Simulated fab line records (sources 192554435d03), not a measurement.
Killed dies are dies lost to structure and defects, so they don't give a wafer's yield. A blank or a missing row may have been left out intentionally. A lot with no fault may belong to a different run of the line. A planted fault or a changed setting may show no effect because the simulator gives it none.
fab line records	flow n5_finfet	part 2 of 2: steps 5 to 6 of 6
record: lots: 24	wafers: 72	last_day: 20
route steps=1938 shown DUMMY_GATE@241 SD_EPI_N@275 SD_EPI_P@314
lots with no fault: from the same line, run without faults
start_h: the number of hours between the record's first day and the start of the first shown wafer of the lot	wait_h: time in hours since the lot's previous step	" identical to the entry in the row above	L1.1+2: a row that stands for several wafers	- no value, or no start was given	* or withheld: withheld	< > ~ a bound
route shown NAME@n: a module of which the file shows steps, and the number in the route of the first	usual: mean/standard deviation of fault-free wafers	same: alike in all rows	chamber/n: place in a boat	sites: per-site readings	_std_site: the standard deviation of these	_edge_site: outer sites' mean less inner sites'	radius_mm: for every site, how far away it sits from the centre of the wafer	mask NAME#n: copy n	behind: the most recent tool/chamber to have shaped the wafer	hold: why the lot was held/for how many hours/how that ended	device: which transistor (n, p or np) failed to switch	end of line: at the end of the route, the tests of the same wafers	where a step has no rows: the recipe by itself	killed: dies that structure and defects cost at the first sort, which is not the same as the wafer's yield	map: a wafer's dies, x killed, . not, _ none there
set.NAME: the setting that was run; set.NAME@STEP: the one run at that earlier step	model.NAME: the simulator's own value behind a step, which no gauge read
one table for each step of the route and one row for each wafer, over a sample of lots
services: when a tool's chamber went out of use (start_h, in hours from the record's first day, below 0 if earlier), for how many hours, and the reason
== steps ==
step: N5_SD_EPI_P_SD_RECESS_17
recipe: chemistry: HBr/Cl2/O2	target_depth_a: 391	bt_time_s: 3	pressure_mtorr: 10	icp_w: 800	bias_w: 112	HBr_flow_sccm: 150	Cl2_flow_sccm: 80	O2_flow_sccm: 12
usual: drypump_motor_current_A: 5.8/0.35	oes_product_au: 1.001/0.015	throttle_valve_pct: 37.11/0.22
lot.wafer	tool	chamber	start_h	wait_h	drypump_motor_current_A	oes_product_au	rf_hours_counter_h	throttle_valve_pct
L074.3	rie_si-04	1	55.42	0.0	6.2	0.992	166	37.13
L074.4	"	3	"	"	6.3	1.010	143	37.20
L074.5	"	1	"	"	6.2	0.987	-	37.11
L075.2	rie_si-05	3	63.51	0.0	5.5	0.985	103	36.66
L075.4	"	0	"	"	6.1	1.012	0	37.15
L075.6	"	0	"	"	6.1	1.012	-	37.14
L076.1	rie_si-04	1	66.22	0.0	6.2	0.989	166	37.12
L076.4	"	2	"	"	5.9	0.989	69	37.23
L076.6	"	3	"	"	6.2	1.009	-	37.21
L077.1	rie_si-06	2	75.53	0.0	5.3	0.978	98	36.98
L077.2	"	0	"	"	6.0	0.993	161	36.89
L077.5	"	2	"	"	5.3	0.991	-	36.98
L078.1	rie_si-04	2	79.67	0.0	5.9	0.982	69	37.22
L078.3	"	1	"	"	6.2	0.993	167	37.12
L078.4	"	3	"	"	6.2	1.002	143	37.20
L079.1	rie_si-05	0	83.77	0.0	6.1	1.021	1	37.14
L079.2	"	1	"	"	5.0	0.975	90	37.22
L079.6	"	0	"	"	6.1	1.021	-	37.15
L080.1	rie_si-04	3	88.66	0.0	6.2	1.012	143	37.20
L080.2	"	0	"	"	6.1	1.020	110	37.44
L080.5	"	2	"	"	5.9	0.988	-	37.22
L081.1	rie_si-04	1	96.48	0.0	6.2	0.998	167	37.11
L081.3	"	0	"	"	6.1	1.020	110	37.43
L081.4	"	3	"	"	6.3	1.009	144	37.20
L082.3	rie_si-04	1	102.73	0.0	6.2	0.991	167	37.11
L082.5	"	0	"	"	6.1	1.018	-	37.43
L082.6	"	1	"	"	6.2	0.994	-	37.12
L083.1	rie_si-04	3	108.34	0.0	6.2	1.007	144	37.21
L083.5	"	2	"	"	5.9	0.985	-	37.22
L083.6	"	1	"	"	6.1	0.989	-	37.13
L084.3	rie_si-04	2	114.25	0.0	5.9	0.976	70	37.22
L084.5	"	1	"	"	6.2	0.987	-	37.11
L084.6	"	0	"	"	6.1	1.016	-	37.44
L085.3	rie_si-05	2	125.97	0.0	5.6	1.027	27	37.50
L085.4	"	1	"	"	5.0	0.978	90	37.20
L085.6	"	1	"	"	5.0	0.980	-	37.21
L086.2	rie_si-04	2	143.38	0.0	5.9	0.978	70	37.21
L086.3	"	0	"	"	6.1	1.012	111	37.43
L086.6	"	0	"	"	6.1	1.017	-	37.43
L087.3	rie_si-06	3	144.35	0.0	5.7	1.014	99	37.02
L087.4	"	0	"	"	5.9	0.989	162	36.91
L087.6	"	0	"	"	5.9	0.998	-	36.91
L088.3	rie_si-06	2	150.28	0.0	5.3	0.990	99	36.97
L088.5	"	3	"	"	5.7	1.015	-	37.01
L088.6	"	0	"	"	5.9	0.994	-	36.91
L089.2	rie_si-05	1	156.30	0.0	5.0	0.976	91	37.21
L089.4	"	2	"	"	5.6	1.016	27	37.52
L089.5	"	0	"	"	6.1	1.018	-	37.14
L090.2	rie_si-06	3	157.27	0.0	5.6	1.025	99	37.01
L090.4	"	1	"	"	5.6	1.018	170	36.82
L090.5	"	1	"	"	5.6	1.008	-	36.81
L091.1	rie_si-04	1	169.77	0.0	6.2	0.986	168	37.10
L091.3	"	2	"	"	5.9	0.979	71	37.24
L091.4	"	1	"	"	6.2	0.986	-	37.12
L092.2	rie_si-06	3	170.68	0.0	5.6	1.012	99	37.03
L092.3	"	2	"	"	5.2	0.982	99	36.97
L092.4	"	0	"	"	5.9	1.003	163	36.91
L093.3	rie_si-06	1	183.57	0.0	5.6	1.018	171	36.83
L093.5	"	1	"	"	5.6	1.020	-	36.83
L093.6	"	2	"	"	5.3	0.989	-	36.97
L095.1	rie_si-06	2	191.46	0.0	5.3	0.988	100	36.98
L095.4	"	1	"	"	5.6	1.017	171	36.82
L095.6	"	0	"	"	5.9	0.988	-	36.91
L097.1	rie_si-04	3	195.27	0.0	6.2	1.006	145	37.19
L097.2	"	1	"	"	6.2	0.995	169	37.12
L097.6	"	1	"	"	6.2	0.994	-	37.12
L094.1	rie_si-05	2	195.43	0.0	5.6	1.023	28	37.51
L094.2	"	0	"	"	6.1	1.016	3	37.14
L094.6	"	0	"	"	6.1	1.017	-	37.14
L096.1	rie_si-06	3	198.49	0.0	5.7	1.017	100	37.00
L096.3	"	0	"	"	6.0	0.998	163	36.90
L096.6	"	1	"	"	5.6	1.022	-	36.81
step: N5_SD_EPI_P_STRIP_40
recipe: chemistry: N2/H2	power_w: 1000	temp_c: 250	h2_frac: 0.65	overash_fraction: 0.3	pressure_mtorr: withheld	n2_flow_sccm: 1750	h2_flow_sccm: 3250
usual: drypump_motor_current_A: 5.24/0.21	heater_power_w: 344/20	oes_product_au: 0.762/0.011
lot.wafer	tool	chamber	start_h	wait_h	drypump_motor_current_A	heater_power_w	oes_product_au	rf_hours_counter_h
L074.3	plasma_asher-01	0	55.59	0.0	5.39	350	0.762	-
L074.4	"	1	"	"	4.92	311	0.764	-
L074.5	"	1	"	"	4.91	316	0.774	-
L075.2	plasma_asher-02	1	63.66	0.0	5.31	366	0.754	34
L075.4	"	0	"	"	5.39	348	0.756	-
L075.6	"	1	"	"	5.32	370	0.772	-
L076.1	plasma_asher-01	1	66.37	0.0	4.90	316	0.733	86
L076.4	"	0	"	"	5.33	350	0.758	-
L076.6	"	1	"	"	4.92	316	0.758	-
L077.1	plasma_asher-02	1	75.67	0.0	5.33	374	0.781	36
L077.2	"	0	"	"	5.41	349	0.767	36
L077.5	"	0	"	"	5.40	355	0.748	-
L078.1	plasma_asher-01	0	79.82	0.0	5.43	348	0.754	88
L078.3	"	1	"	"	4.91	318	0.742	-
L078.4	"	0	"	"	5.41	355	0.761	-
L079.1	plasma_asher-02	0	84.04	0.2	5.39	347	0.770	38
L079.2	"	1	"	"	5.30	366	0.746	38
L079.6	"	0	"	"	5.40	354	0.749	-
L080.1	plasma_asher-01	1	88.80	0.0	4.91	320	0.752	90
L080.2	"	0	"	"	5.42	348	0.746	90
L080.5	"	0	"	"	5.40	349	0.767	-
L081.1	plasma_asher-01	0	96.63	0.0	5.34	348	0.770	91
L081.3	"	0	"	"	5.38	344	0.755	-
L081.4	"	1	"	"	4.91	312	0.750	-
L082.3	plasma_asher-01	0	102.89	0.0	5.38	341	0.739	-
L082.5	"	0	"	"	5.39	348	0.772	-
L082.6	"	1	"	"	4.95	310	0.772	-
L083.1	plasma_asher-02	0	108.51	0.0	5.40	344	0.772	43
L083.5	"	0	"	"	5.41	345	0.761	-
L083.6	"	1	"	"	5.32	366	0.763	-
L084.3	plasma_asher-02	1	114.42	0.0	5.34	375	0.748	-
L084.5	"	1	"	"	5.31	372	0.748	-
L084.6	"	0	"	"	5.35	350	0.756	-
L085.3	plasma_asher-01	1	126.13	0.0	4.88	312	0.758	-
L085.4	"	0	"	"	5.32	349	0.759	-
L085.6	"	1	"	"	4.89	320	0.745	-
L086.2	plasma_asher-01	0	143.53	0.0	5.37	339	0.782	97
L086.3	"	1	"	"	4.89	304	0.757	-
L086.6	"	0	"	"	5.41	338	0.764	-
L087.3	plasma_asher-02	1	144.52	0.0	5.30	365	0.751	-
L087.4	"	0	"	"	5.41	364	0.765	-
L087.6	"	1	"	"	5.31	370	0.766	-
L088.3	plasma_asher-02	0	150.45	0.1	5.41	358	0.739	-
L088.5	"	0	"	"	5.37	359	0.747	-
L088.6	"	1	"	"	5.31	367	0.767	-
L089.2	plasma_asher-02	1	156.45	0.0	5.32	361	0.766	50
L089.4	"	1	"	"	5.32	360	0.768	-
L089.5	"	0	"	"	5.38	348	0.762	-
L090.2	plasma_asher-01	1	157.41	0.0	4.88	314	0.750	99
L090.4	"	1	"	"	4.90	314	0.747	-
L090.5	"	1	"	"	4.89	320	0.773	-
L091.1	plasma_asher-01	0	169.92	0.0	5.41	347	0.761	103
L091.3	"	0	"	"	5.39	348	0.782	-
L091.4	"	1	"	"	4.91	310	0.765	-
L092.2	plasma_asher-01	1	170.82	0.0	4.91	311	0.780	103
L092.3	"	1	"	"	4.92	319	0.759	-
L092.4	"	0	"	"	5.38	348	0.780	-
L093.3	plasma_asher-01	0	183.74	0.0	5.34	346	0.776	-
L093.5	"	0	"	"	5.32	340	0.774	-
L093.6	"	1	"	"	4.90	316	0.746	-
L095.1	plasma_asher-02	1	191.60	0.0	5.34	363	0.756	57
L095.4	"	0	"	"	5.38	349	0.782	-
L095.6	"	1	"	"	5.34	372	0.770	-
L097.1	plasma_asher-02	1	195.41	0.0	5.32	365	0.768	58
L097.2	"	0	"	"	5.39	355	0.768	58
L097.6	"	1	"	"	5.31	366	0.763	-
L094.1	plasma_asher-02	0	195.59	0.0	5.40	350	0.777	58
L094.2	"	1	"	"	5.32	367	0.744	58
L094.6	"	1	"	"	5.33	380	0.750	-
L096.1	plasma_asher-01	1	198.64	0.0	4.91	310	0.767	109
L096.3	"	0	"	"	5.35	349	0.766	-
L096.6	"	1	"	"	4.89	316	0.770	-
== services ==
tool	chamber	start_h	hours	kind
rie_si-05	1	27.09	6.5	repair
rie_diel-01	1	28.63	15.2	repair
rie_si-05	0	38.33	-	clean
rie_si-05	0	38.33	16.3	scheduled_down
plasma_asher-01	-	45.23	0.5	repair
rie_diel-03	-	56.58	0.7	repair
rie_diel-06	2	62.12	2.9	repair
rie_diel-03	1	63.66	28.1	repair
rie_si-06	1	67.40	4.3	repair
rie_si-06	3	70.12	6.7	repair
rie_diel-02	-	71.96	1.9	repair
rie_diel-01	0	75.90	1.5	repair
rie_diel-02	-	91.19	4.7	repair
rie_si-05	-	104.94	1.8	repair
rie_si-06	-	109.83	2.8	pm
plasma_asher-01	-	117.74	3.1	repair
rie_diel-04	1	137.43	26.9	repair
rie_diel-04	-	140.31	15.6	pm
plasma_asher-02	-	150.58	0.7	repair
rie_si-05	2	152.34	3.8	repair
rie_si-04	3	168.94	7.1	repair
rie_diel-03	1	174.81	17.2	repair
rie_diel-02	-	187.57	0.5	repair
rie_diel-06	0	198.08	6.2	repair
